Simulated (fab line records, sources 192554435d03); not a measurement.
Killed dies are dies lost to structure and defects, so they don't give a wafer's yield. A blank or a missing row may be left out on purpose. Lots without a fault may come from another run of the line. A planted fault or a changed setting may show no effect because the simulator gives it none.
fab line records | flow n5_finfet
record lots=13 wafers=36 last_day=18
route steps=1938 shown HKMG_FIN@449 TV_OPEN@1889 PASSIVATION@1909
lots that met no fault: from a run of the same line without faults
start_h: hours from the record's first day to the start of the lot's first wafer shown | wait_h: hours since the lot's step before | " the same as in the row above | L1.1+2: a row that stands for several wafers | - no value, or no start given | * or withheld: withheld | < > ~ a bound
route shown NAME@n: a module of which the file shows steps, and the number in the route of the first | usual: mean/standard deviation of fault-free wafers | same: alike in all rows | chamber/n: place in a boat | sites: the reading at each site | _std_site: their standard deviation | _edge_site: outer sites' mean less inner sites' | radius_mm: how far each site lies from the wafer's centre | mask NAME#n: copy n | behind: the tool/chamber that last shaped the wafer | hold: why the lot was held/for how many hours/how that ended | device: the transistor (n, p or np) that didn't switch | end of line: the same wafers' tests at the end of the route | a step without rows: its recipe alone | killed: dies lost to structure and defects at the first sort, not the wafer's yield | map: a wafer's dies, x killed, . not, _ none there
set.NAME: the setting as run; set.NAME@STEP: as run at that earlier step | model.NAME: the simulator's own value behind a step, which no gauge read
steps of the route over a sample of lots; a table a step, a row a wafer
services: from which hour (start_h, from the record's first day; less than 0 if before it) a tool's chamber was out of use, for how many hours, and why
## steps
# step N5_HKMG_FIN_ALD_71
# recipe material=TiN target_thk_a=10 temp_c=400 ald_precursor_family=TiCl4 ald_co_reactant=NH3 pulse_time_s=1 purge_time_s=3 co_reactant_purge_time_s=2 co_reactant_pulse_time_s=2 ald_cycles=47 pressure_torr=3
# usual heater_power_w=886/57 precursor_pulse_height_rel=0.999/0.02
# columns lot.wafer tool chamber start_h wait_h heater_power_w precursor_pulse_height_rel
L537.1 ald_metal-02 1 83.20 0.0 926 1.009
L537.6 " 3 " " 782 1.024
L538.2 ald_metal-04 1 87.16 0.0 942 1.003
L538.5 " 2 " " 899 1.011
L538.6 " 1 " " 950 0.999
L539.1 ald_metal-04 3 96.02 0.0 942 1.001
L539.6 " 0 " " 842 0.995
L541.1 ald_metal-04 1 108.18 0.0 954 1.020
L541.3 " 2 " " 878 0.994
L542.3 ald_metal-04 1 116.71 0.0 962 0.998
L542.4 " 0 " " 859 0.982
L542.5 " 0 " " 837 1.005
L544.1 ald_metal-04 3 133.70 0.0 952 1.039
L544.5 " 0 " " 832 0.989
L544.6 " 1 " " 950 1.022
L545.2 ald_metal-02 2 139.49 0.0 840 1.013
L545.3 " 3 " " 758 0.994
L545.4 " 0 " " 964 1.029
L546.1 ald_metal-04 1 143.36 0.0 941 0.973
L546.2 " 0 " " 801 0.992
L546.3 " 3 " " 968 1.023
L547.1 ald_metal-02 1 143.78 0.0 910 0.982
L547.3 " 3 " " 781 0.996
L547.4 " 0 " " 990 1.040
L550.1 ald_metal-02 0 159.71 0.0 953 0.987
L550.2 " 2 " " 855 1.026
L550.5 " 1 " " 942 1.010
L551.1 ald_metal-03 0 173.32 0.0 843 0.985
L551.4 " 3 " " 868 0.967
L551.6 " 1 " " 880 0.993
L557.1 ald_metal-04 2 206.60 0.0 880 0.989
L557.2 " 3 " " 958 1.040
L557.5 " 2 " " 869 1.004
L559.1 ald_metal-04 0 219.53 0.0 842 0.960
L559.3 " 3 " " 952 1.026
L559.5 " 2 " " 884 0.965
# step N5_PASSIVATION_STRIP_14
# recipe chemistry=O2 power_w=600 temp_c=60 pressure_mtorr=30 rf_frequency_hz=6e+07 bias_power_w=0 overash_fraction=0.5 o2_flow_sccm=225
# usual drypump_motor_current_A=5.6/0.41 oes_product_au=0.78/0.092 rf_vpp_V=3.6/0.89 showerhead_plenum_p_Torr=2.08/0.082 throttle_valve_pct=16.80/0.21
# columns lot.wafer tool chamber start_h wait_h drypump_motor_current_A oes_product_au rf_hours_counter_h rf_vpp_V showerhead_plenum_p_Torr throttle_valve_pct
L537.1 rie_diel-01 3 288.02 0.1 6.1 0.69 233 4.7 2.00 17.32
L537.6 " 0 " " 6.4 0.69 - 3.0 2.09 16.68
L541.1 rie_diel-03 3 292.53 0.1 5.2 0.72 188 3.5 1.99 16.86
L541.3 " 0 " " 5.4 0.69 227 3.3 2.18 17.19
L538.2 rie_diel-02 3 292.80 0.1 5.4 0.79 108 2.0 2.13 16.63
L538.5 " 2 " " 5.9 0.72 - 3.7 2.08 16.77
L538.6 " 3 " " 5.4 0.81 - 4.0 2.13 16.62
L539.1 rie_diel-03 2 296.84 0.1 5.9 0.89 37 3.7 2.05 16.84
L539.6 " 0 " " 5.4 0.69 - 2.4 2.18 17.16
L542.3 rie_diel-02 1 314.50 0.1 5.6 0.72 183 2.7 2.00 17.04
L542.4 " 0 " " 5.6 0.87 - 4.5 2.15 16.39
L542.5 " 3 " " 5.4 0.79 - 2.4 2.13 16.66
L544.1 rie_diel-01 1 329.08 0.1 5.3 0.73 199 4.5 1.96 16.79
L544.5 " 2 " " 6.1 0.70 - 4.2 2.17 16.59
L544.6 " 1 " " 5.3 0.72 - 3.6 1.96 16.81
L545.2 rie_diel-01 0 333.43 0.1 6.4 0.69 222 4.3 2.08 16.70
L545.3 " 2 " " 6.1 0.71 203 3.8 2.17 16.60
L545.4 " 3 " " 6.1 0.69 247 3.7 1.99 17.36
L547.1 rie_diel-03 2 339.57 0.1 5.8 0.89 45 2.8 2.05 16.84
L547.3 " 1 " " 5.1 0.91 22 2.6 2.04 16.68
L547.4 " 3 " " 5.2 0.71 201 3.9 1.99 16.93
L550.1 rie_diel-01 0 344.12 0.1 6.4 0.70 225 4.5 2.08 16.70
L550.2 " 2 " " 6.1 0.71 207 3.6 2.17 16.58
L550.5 " 1 " " 5.3 0.73 - 2.8 1.96 16.79
L546.1 rie_diel-01 0 348.10 0.1 6.4 0.70 226 4.3 2.08 16.69
L546.2 " 2 " " 6.1 0.70 208 5.1 2.17 16.58
L546.3 " 1 " " 5.3 0.72 206 5.0 1.96 16.82
L551.1 rie_diel-01 3 365.05 0.1 6.1 0.96 1 5.5 2.26 16.93
L551.4 " 0 " " 6.4 0.68 235 2.1 2.08 16.69
L551.6 " 2 " " 6.1 0.70 - 2.4 2.16 16.58
L557.1 rie_diel-03 2 412.88 0.1 5.8 0.85 71 2.3 2.04 16.91
L557.2 " 0 " " 5.4 0.94 10 4.6 2.17 16.79
L557.5 " 0 " " 5.3 0.95 - 3.5 2.17 16.80
L559.1 rie_diel-01 3 424.84 0.1 6.1 0.91 22 3.5 2.25 16.94
L559.3 " 1 " " 5.3 0.69 235 4.0 1.95 16.84
L559.5 " 3 " " 6.1 0.92 - 1.9 2.25 16.93
# step N5_PASSIVATION_AL_ETCH_33
# recipe chemistry=Cl2/BCl3 target_depth_a=28000 over_etch_frac=0.15 Cl2_flow_sccm=180 bcl3_flow_sccm=60 target=Al stop_on=TaN time_s=466.7 ion_energy_ev=100 pressure_mtorr=10 icp_w=900 bias_w=100
# usual drypump_motor_current_A=5.9/0.36 oes_product_au=0.68/0.061 throttle_valve_pct=34.2/0.6
# same over_etch_frac=0.15
# columns lot.wafer tool chamber start_h wait_h drypump_motor_current_A oes_product_au rf_hours_counter_h throttle_valve_pct
L537.1 rie_metal-03 0 289.40 0.1 6.2 0.70 42 34.8
L537.6 " 1 " " 6.4 0.63 - 33.2
L541.1 rie_metal-03 1 293.84 0.1 6.4 0.61 77 33.3
L541.3 " 1 " " 6.4 0.62 - 33.3
L538.2 rie_metal-02 0 294.13 0.1 5.8 0.77 11 34.0
L538.5 " 1 " " 5.5 0.66 - 34.5
L538.6 " 0 " " 5.8 0.77 - 34.0
L539.1 rie_metal-02 1 298.01 0.1 5.5 0.66 61 34.5
L539.6 " 0 " " 5.8 0.77 - 34.0
L542.3 rie_metal-03 0 316.26 0.2 6.2 0.70 - 34.8
L542.4 " 1 " " 6.4 0.61 - 33.3
L542.5 " 1 " " 6.4 0.62 - 33.2
L544.1 rie_metal-03 0 330.48 0.1 6.2 0.70 47 34.8
L544.5 " 1 " " 6.4 0.61 - 33.3
L544.6 " 0 " " 6.2 0.69 - 34.8
L545.2 rie_metal-02 1 335.38 0.1 5.5 0.66 64 34.5
L545.3 " 0 " " 5.8 0.76 - 34.0
L545.4 " 1 " " 5.5 0.65 - 34.5
L547.1 rie_metal-03 1 341.12 0.1 6.4 0.61 82 33.2
L547.3 " 0 " " 6.2 0.69 - 34.8
L547.4 " 1 " " 6.4 0.61 - 33.2
L550.1 rie_metal-03 1 345.49 0.1 6.4 0.61 82 33.2
L550.2 " 0 " " 6.1 0.70 48 34.8
L550.5 " 0 " " 6.2 0.69 - 34.8
L546.1 rie_metal-02 1 350.12 0.1 5.5 0.65 66 34.5
L546.2 " 0 " " 5.8 0.76 17 34.0
L546.3 " 1 " " 5.5 0.66 - 34.5
L551.1 rie_metal-03 1 366.73 0.1 6.4 0.61 84 33.3
L551.4 " 1 " " 6.4 0.60 - 33.3
L551.6 " 1 " " 6.4 0.61 - 33.3
L557.1 rie_metal-02 0 414.06 0.1 5.8 0.73 23 34.0
L557.2 " 1 " " 5.5 0.64 72 34.5
L557.5 " 1 " " 5.5 0.64 - 34.6
L559.1 rie_metal-01 0 426.73 0.1 5.7 0.83 5 35.2
L559.3 " 1 " " 5.4 0.65 - 34.0
L559.5 " 0 " " 5.7 0.82 - 35.2
# step N5_PASSIVATION_PROBE_49
# usual killed_at_M0_to_M3=33/9.9 killed_at_M4_up=15/5.6 killed_at_contacts=13/5.7 killed_at_front_end=38/12 killed_at_other=4/3.1 killed_dies=103/17 killed_open=66/13 killed_short=32/7.8
# same gross_dies=1180 killed_at_back_side=0
# columns lot.wafer tool chamber start_h wait_h killed_at_M0_to_M3 killed_at_M4_up killed_at_contacts killed_at_front_end killed_at_other killed_dies killed_open killed_short
L537.1 prober-02 - 294.34 0.0 56 5 12 25 6 104 56 45
L537.6 prober-02 - 294.59 0.3 45 26 11 33 4 119 75 43
L541.1 prober-01 - 298.65 0.0 33 20 12 39 2 106 70 33
L541.3 prober-01 - 298.75 0.1 21 17 12 31 4 85 50 31
L538.2 prober-02 - 299.49 0.1 50 18 13 47 3 131 83 45
L538.5 prober-02 - 299.64 0.2 49 15 8 17 4 93 57 32
L538.6 prober-02 - 299.69 0.3 56 5 13 35 3 112 71 37
L539.1 prober-01 - 302.87 0.0 23 21 10 28 5 87 51 32
L539.6 prober-01 - 303.12 0.3 32 32 9 38 5 116 71 42
L542.3 prober-02 - 321.27 0.1 28 15 11 50 3 107 62 39
L542.4 prober-02 - 321.32 0.2 26 20 20 40 1 107 70 29
L542.5 prober-02 - 321.37 0.2 29 14 23 39 2 107 69 35
L544.1 prober-01 - 335.18 0.0 26 15 11 27 2 81 51 25
L544.5 prober-01 - 335.38 0.2 38 17 13 20 17 105 70 33
L544.6 prober-01 - 335.43 0.3 27 13 8 31 7 86 49 28
L545.2 prober-01 - 340.37 0.1 37 11 10 27 0 85 59 26
L545.3 prober-01 - 340.42 0.1 47 16 12 32 6 113 61 48
L545.4 prober-01 - 340.47 0.2 46 17 14 40 0 117 68 41
L547.1 prober-02 - 345.94 0.0 13 16 4 36 0 69 43 24
L547.3 prober-02 - 346.04 0.1 43 7 9 28 2 89 61 27
L547.4 prober-02 - 346.09 0.2 29 9 7 38 2 85 45 33
L550.1 prober-01 - 350.34 0.0 49 18 14 41 6 128 86 40
L550.2 prober-01 - 350.39 0.1 43 5 17 29 0 94 63 23
L550.5 prober-01 - 350.54 0.2 40 10 11 23 4 88 58 28
L546.1 prober-02 - 354.93 0.0 38 10 16 47 4 115 86 29
L546.2 prober-02 - 354.98 0.1 28 10 20 30 3 91 61 23
L546.3 prober-02 - 355.03 0.1 29 10 9 51 0 99 71 27
L551.1 prober-01 - 371.55 0.0 33 16 13 28 2 92 63 26
L551.4 prober-01 - 371.70 0.2 27 12 4 38 0 81 56 21
L551.6 prober-01 - 371.80 0.3 36 10 3 53 2 104 71 32
L557.1 prober-01 - 419.00 0.0 38 16 13 141 7 215 83 30
L557.2 prober-01 - 419.05 0.1 19 8 8 146 8 189 54 27
L557.5 prober-01 - 419.20 0.2 17 8 8 140 5 178 54 16
L559.1 prober-02 - 432.52 0.0 15 18 10 110 0 153 50 20
L559.3 prober-02 - 432.62 0.1 34 14 7 131 3 189 55 32
L559.5 prober-02 - 432.72 0.2 22 17 17 151 3 210 62 40
# killed by level:class
L537.1 BEOL_M0_SAQP:geometric_particle:short=21 MOL_CONTACT_COAG:geometric_particle:open=10 BEOL_M0_SAQP:geometric_particle:open=10 BEOL_M1:geometric_particle:open=9 BEOL_M2:geometric_particle:open=6 STI_FIN_REVEAL:geometric_particle:open=5 ILD0:geometric_particle:short=4 GATE_CUT:geometric_particle:open=3
L537.6 BEOL_M0_SAQP:geometric_particle:short=13 BEOL_M4:geometric_particle:open=13 MOL_CONTACT_COAG:geometric_particle:open=10 BEOL_M1:geometric_particle:open=9 BEOL_M0_SAQP:geometric_particle:open=8 GATE_CUT:geometric_particle:open=6 BEOL_M5:geometric_particle:open=6 GATE_CUT:geometric_particle:short=5
L541.1 STI_FIN_REVEAL:geometric_particle:open=12 MOL_CONTACT_COAG:geometric_particle:open=11 BEOL_M0:geometric_particle:open=8 BEOL_M2:geometric_particle:open=7 FIN_SAQP:geometric_particle:open=6 BEOL_M0:geometric_particle:short=5 FIN_SAQP:geometric_particle:short=4 GATE_CUT:geometric_particle:short=4
L541.3 MOL_CONTACT_COAG:geometric_particle:open=9 FIN_SAQP:geometric_particle:open=6 DUMMY_GATE:geometric_particle:open=6 FIN_SAQP:geometric_particle:short=5 STARTING-WAFER:geometric_particle:short=5 GATE_CUT:geometric_particle:short=3 MOL_CONTACT_COAG:geometric_particle:short=3 BEOL_M0_SAQP:geometric_particle:short=3
L538.2 BEOL_M2:geometric_particle:open=13 STI_FIN_REVEAL:geometric_particle:open=11 BEOL_M1:geometric_particle:open=10 MOL_CONTACT_COAG:geometric_particle:open=8 BEOL_M0_SAQP:geometric_particle:short=8 FIN_SAQP:geometric_particle:open=6 FIN_SAQP:geometric_particle:short=6 MOL_CONTACT_COAG:geometric_particle:short=5
L538.5 BEOL_M0_SAQP:geometric_particle:short=13 BEOL_M2:geometric_particle:open=12 BEOL_M0_SAQP:geometric_particle:open=7 MOL_CONTACT_COAG:geometric_particle:open=5 BEOL_M3:geometric_particle:open=5 BEOL_M4:geometric_particle:open=4 FIN_SAQP:geometric_particle:open=3 STI_FIN_REVEAL:geometric_particle:open=3
L538.6 BEOL_M0_SAQP:geometric_particle:open=19 BEOL_M0_SAQP:geometric_particle:short=12 MOL_CONTACT_COAG:geometric_particle:open=11 BEOL_M2:geometric_particle:open=10 STI_FIN_REVEAL:geometric_particle:open=6 BEOL_M1:geometric_particle:open=5 BEOL_M3:geometric_particle:open=5 FIN_SAQP:geometric_particle:short=4
L539.1 FIN_SAQP:geometric_particle:short=9 MOL_CONTACT_COAG:geometric_particle:open=7 BEOL_M0_SAQP:geometric_particle:short=6 BEOL_M1:geometric_particle:open=6 BEOL_M4:geometric_particle:short=6 BEOL_M4:geometric_particle:open=6 DUMMY_GATE:geometric_particle:open=5 BEOL_M0_SAQP:geometric_particle:open=5
L539.6 BEOL_M4:geometric_particle:open=14 FIN_SAQP:geometric_particle:short=10 FIN_SAQP:geometric_particle:open=9 BEOL_M1:geometric_particle:open=8 BEOL_M4:geometric_particle:short=8 BEOL_M0_SAQP:geometric_particle:open=7 BEOL_M0_SAQP:geometric_particle:short=7 MOL_CONTACT_COAG:geometric_particle:open=6
L542.3 FIN_SAQP:geometric_particle:short=11 STI_FIN_REVEAL:geometric_particle:open=10 MOL_CONTACT_COAG:geometric_particle:open=9 GATE_CUT:geometric_particle:short=6 BEOL_M5:geometric_particle:open=6 BEOL_M1:geometric_particle:open=6 HKMG_FIN:area_etch=6 BEOL_M0_SAQP:geometric_particle:open=5
L542.4 FIN_SAQP:geometric_particle:open=16 MOL_CONTACT_COAG:geometric_particle:open=15 BEOL_M0_SAQP:geometric_particle:short=7 BEOL_M0_SAQP:geometric_particle:open=7 BEOL_M4:geometric_particle:open=6 STARTING-WAFER:geometric_particle:open=4 FIN_SAQP:geometric_particle:short=4 STI_FIN_REVEAL:geometric_particle:open=4
L542.5 MOL_CONTACT_COAG:geometric_particle:open=18 FIN_SAQP:geometric_particle:open=9 BEOL_M2:geometric_particle:open=8 FIN_SAQP:geometric_particle:short=7 BEOL_M1:geometric_particle:open=7 GATE_CUT:geometric_particle:open=6 BEOL_M0_SAQP:geometric_particle:short=6 BEOL_M4:geometric_particle:open=5
L544.1 BEOL_M0_SAQP:geometric_particle:open=7 STI_FIN_REVEAL:geometric_particle:open=7 MOL_CONTACT_COAG:geometric_particle:open=7 FIN_SAQP:geometric_particle:open=6 BEOL_M3:geometric_particle:open=6 GATE_CUT:geometric_particle:short=5 BEOL_M2:geometric_particle:open=4 BEOL_M6:geometric_particle:open=4
L544.5 BEOL_M3:geometric_particle:open=14 MOL_CONTACT_COAG:geometric_particle:open=11 BEOL_M4:geometric_particle:open=7 BEOL_M0_SAQP:geometric_particle:open=7 MIM_TOP_ETCH:geometric_particle:short=7 BEOL_M2:geometric_particle:open=7 BEOL_M0_SAQP:geometric_particle:short=6 STI_FIN_REVEAL:geometric_particle:open=5
L544.6 BEOL_M3:geometric_particle:open=7 HKMG_FIN:area_etch=7 MOL_CONTACT_COAG:geometric_particle:open=6 FIN_SAQP:geometric_particle:short=5 STI_FIN_REVEAL:geometric_particle:open=5 BEOL_M1:geometric_particle:open=5 BEOL_M4:geometric_particle:open=5 ILD0:geometric_particle:short=3
L545.2 MOL_CONTACT_COAG:geometric_particle:open=9 BEOL_M2:geometric_particle:open=8 BEOL_M0:geometric_particle:open=7 BEOL_M4:geometric_particle:open=7 STI_FIN_REVEAL:geometric_particle:open=6 FIN_SAQP:geometric_particle:short=5 BEOL_M0:geometric_particle:short=5 BEOL_M2:geometric_particle:short=4
L545.3 BEOL_M3:geometric_particle:open=10 FIN_SAQP:geometric_particle:short=9 MOL_CONTACT_COAG:geometric_particle:open=8 BEOL_M2:geometric_particle:open=8 BEOL_M0_SAQP:geometric_particle:short=7 BEOL_M2:geometric_particle:short=7 STI_FIN_REVEAL:geometric_particle:open=6 DUMMY_GATE:geometric_particle:open=5
L545.4 FIN_SAQP:geometric_particle:short=19 BEOL_M0_SAQP:geometric_particle:open=11 BEOL_M4:geometric_particle:open=10 BEOL_M0_SAQP:geometric_particle:short=9 FIN_SAQP:geometric_particle:open=8 MOL_CONTACT_COAG:geometric_particle:open=8 BEOL_M2:geometric_particle:open=6 BEOL_M3:geometric_particle:open=6
L547.1 STI_FIN_REVEAL:geometric_particle:open=9 FIN_SAQP:geometric_particle:short=4 MOL_CONTACT_COAG:geometric_particle:open=4 BEOL_M6:geometric_particle:open=4 STARTING-WAFER:geometric_particle:short=4 FIN_SAQP:geometric_particle:open=3 ILD0:geometric_particle:short=3 BEOL_M1:geometric_particle:short=3
L547.3 BEOL_M1:geometric_particle:open=10 STI_FIN_REVEAL:geometric_particle:open=8 BEOL_M0_SAQP:geometric_particle:open=8 MOL_CONTACT_COAG:geometric_particle:open=7 BEOL_M2:geometric_particle:open=7 FIN_SAQP:geometric_particle:open=5 BEOL_M0_SAQP:geometric_particle:short=5 BEOL_M2:geometric_particle:short=4
L547.4 BEOL_M0_SAQP:geometric_particle:short=7 MOL_CONTACT_COAG:geometric_particle:open=6 BEOL_M0_SAQP:geometric_particle:open=6 HKMG_FIN:area_etch=6 STI_FIN_REVEAL:geometric_particle:open=5 BEOL_M2:geometric_particle:open=5 STI_FIN_REVEAL:geometric_particle:short=4 BEOL_M3:geometric_particle:open=4
L550.1 MOL_CONTACT_COAG:geometric_particle:open=14 BEOL_M0_SAQP:geometric_particle:open=13 BEOL_M0_SAQP:geometric_particle:short=11 FIN_SAQP:geometric_particle:open=9 BEOL_M4:geometric_particle:open=9 FIN_SAQP:geometric_particle:short=8 STI_FIN_REVEAL:geometric_particle:open=7 BEOL_M2:geometric_particle:open=7
L550.2 MOL_CONTACT_COAG:geometric_particle:open=14 BEOL_M0_SAQP:geometric_particle:open=14 BEOL_M0_SAQP:geometric_particle:short=8 BEOL_M3:geometric_particle:open=8 HKMG_FIN:area_etch=8 DUMMY_GATE:geometric_particle:open=5 STI_FIN_REVEAL:geometric_particle:open=4 STARTING-WAFER:geometric_particle:open=4
L550.5 BEOL_M3:geometric_particle:open=13 BEOL_M0_SAQP:geometric_particle:short=9 BEOL_M2:geometric_particle:open=9 MOL_CONTACT_COAG:geometric_particle:open=8 FIN_SAQP:geometric_particle:open=5 STARTING-WAFER:geometric_particle:open=5 BEOL_M4:geometric_particle:short=4 STI_FIN_REVEAL:geometric_particle:open=3
L546.1 STI_FIN_REVEAL:geometric_particle:open=27 MOL_CONTACT_COAG:geometric_particle:open=14 BEOL_M0_SAQP:geometric_particle:short=14 BEOL_M0_SAQP:geometric_particle:open=13 FIN_SAQP:geometric_particle:open=5 STI_FIN_REVEAL:geometric_particle:short=5 BEOL_M1:geometric_particle:open=4 BEOL_M2:geometric_particle:open=4
L546.2 MOL_CONTACT_COAG:geometric_particle:open=15 BEOL_M2:geometric_particle:open=8 FIN_SAQP:geometric_particle:open=7 BEOL_M3:geometric_particle:open=7 STI_FIN_REVEAL:geometric_particle:open=5 MOL_CONTACT_COAG:geometric_particle:short=5 BEOL_M0_SAQP:geometric_particle:open=5 BEOL_M0_SAQP:geometric_particle:short=4
L546.3 STI_FIN_REVEAL:geometric_particle:open=19 FIN_SAQP:geometric_particle:open=8 MOL_CONTACT_COAG:geometric_particle:open=7 BEOL_M0_SAQP:geometric_particle:open=7 BEOL_M1:geometric_particle:open=6 BEOL_M2:geometric_particle:open=6 FIN_SAQP:geometric_particle:short=5 DUMMY_GATE:geometric_particle:open=5
L551.1 MOL_CONTACT_COAG:geometric_particle:open=11 BEOL_M4:geometric_particle:open=10 STI_FIN_REVEAL:geometric_particle:open=8 BEOL_M1:geometric_particle:open=8 FIN_SAQP:geometric_particle:open=6 BEOL_M0_SAQP:geometric_particle:short=5 BEOL_M2:geometric_particle:open=5 BEOL_M3:geometric_particle:short=4
L551.4 FIN_SAQP:geometric_particle:open=10 BEOL_M1:geometric_particle:open=10 FIN_SAQP:geometric_particle:short=6 BEOL_M0_SAQP:geometric_particle:open=5 BEOL_M4:geometric_particle:open=5 BEOL_M0_SAQP:geometric_particle:short=4 BEOL_M3:geometric_particle:open=4 STI_FIN_REVEAL:geometric_particle:open=3
L551.6 STI_FIN_REVEAL:geometric_particle:open=18 FIN_SAQP:geometric_particle:open=10 BEOL_M1:geometric_particle:open=10 BEOL_M3:geometric_particle:open=7 GATE_CUT:geometric_particle:open=5 BEOL_M0_SAQP:geometric_particle:open=5 BEOL_M0_SAQP:geometric_particle:short=5 FIN_SAQP:geometric_particle:short=3
L557.1 HKMG_FIN:unspecified=100 STI_FIN_REVEAL:geometric_particle:open=13 BEOL_M3:geometric_particle:open=12 MOL_CONTACT_COAG:geometric_particle:open=9 BEOL_M2:geometric_particle:open=9 BEOL_M3:geometric_particle:short=6 BEOL_M4:geometric_particle:open=6 DUMMY_GATE:geometric_particle:open=5
L557.2 HKMG_FIN:unspecified=102 STI_FIN_REVEAL:geometric_particle:open=11 FIN_SAQP:geometric_particle:open=7 MOL_CONTACT_COAG:geometric_particle:open=7 GATE_CUT:geometric_particle:short=4 BEOL_M2:geometric_particle:open=4 FIN_SAQP:geometric_particle:short=3 BEOL_M4:geometric_particle:open=3
L557.5 HKMG_FIN:unspecified=107 STI_FIN_REVEAL:geometric_particle:open=13 MOL_CONTACT_COAG:geometric_particle:open=7 FIN_SAQP:geometric_particle:open=4 DUMMY_GATE:geometric_particle:open=4 BEOL_M0_SAQP:geometric_particle:open=4 BEOL_M1:geometric_particle:open=3 BEOL_M3:geometric_particle:open=3
L559.1 HKMG_FIN:unspecified=76 FIN_SAQP:geometric_particle:open=11 BEOL_M0_SAQP:geometric_particle:open=7 BEOL_M4:geometric_particle:open=7 MOL_CONTACT_COAG:geometric_particle:open=6 BEOL_M5:geometric_particle:open=6 FIN_SAQP:geometric_particle:short=5 STI_FIN_REVEAL:geometric_particle:open=5
L559.3 HKMG_FIN:unspecified=97 BEOL_M0_SAQP:geometric_particle:open=10 FIN_SAQP:geometric_particle:short=8 BEOL_M0_SAQP:geometric_particle:short=8 STI_FIN_REVEAL:geometric_particle:open=7 MOL_CONTACT_COAG:geometric_particle:open=7 BEOL_M1:geometric_particle:open=6 FIN_SAQP:geometric_particle:open=5
L559.5 HKMG_FIN:unspecified=102 FIN_SAQP:geometric_particle:open=14 FIN_SAQP:geometric_particle:short=10 MOL_CONTACT_COAG:geometric_particle:open=9 STI_FIN_REVEAL:geometric_particle:open=8 MOL_CONTACT_COAG:geometric_particle:short=7 BEOL_M0:geometric_particle:open=6 BEOL_M4:geometric_particle:short=6
## services
# columns tool chamber start_h hours kind
ald_metal-04 3 63.34 7.0 repair
rie_diel-03 3 101.29 10.9 repair
rie_diel-01 - 109.57 5.3 repair
ald_metal-04 - 112.18 0.4 repair
rie_diel-01 1 126.45 15.1 repair
rie_diel-03 3 146.00 3.7 repair
ald_metal-02 3 147.77 19.4 repair
rie_metal-03 - 160.04 0.6 repair
ald_metal-04 1 173.83 34.1 repair
rie_diel-01 1 197.73 6.1 repair
rie_diel-01 1 210.44 1.8 repair
rie_diel-02 - 212.13 28.1 pm
rie_metal-03 1 218.36 1.4 repair
ald_metal-04 0 220.83 5.3 repair
ald_metal-02 1 222.16 4.1 repair
ald_metal-04 - 242.30 14.6 pm
ald_metal-02 0 293.00 16.3 repair
ald_metal-04 0 297.58 4.9 repair
rie_diel-03 2 315.58 9.5 repair
rie_metal-02 - 315.71 0.9 repair
ald_metal-04 - 317.49 8.7 pm
rie_diel-01 - 347.50 0.1 repair
rie_metal-03 - 363.58 2.8 pm
ald_metal-02 - 388.15 8.7 pm
## key
first_sign step=N5_PASSIVATION_PROBE_49 reading=killed_at_front_end direction=up sigmas=8.5 usual=38 struck=136
effect step=N5_PASSIVATION_PROBE_49 reading=killed_dies direction=up sigmas=5.2 usual=103 struck=189
more_kills_born_at N5_HKMG_FIN_ALD_71@ald_metal-04=584
met_at N5_HKMG_FIN_ALD_71
struck_lots L557,L559
tester_left_out L557,L559
not_acting_at N5_PASSIVATION_STRIP_14,N5_PASSIVATION_AL_ETCH_33
onset_between 143.36 206.60
also_fits time
fault kind=chamber_particle_source tool=ald_metal-04 chamber=- onset_h=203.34 steps=N5_HKMG_FIN_ALD_71 rate_per_visit_cm2=0.5176 end_h=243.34
# tester_left_out: of these lots the tester's yield and bins aren't shown, on N5 and GAA mostly nor the transistor test; their killed dies are dies lost to structure and defects alone, not to doping, threshold or leakage, so they don't give the yield
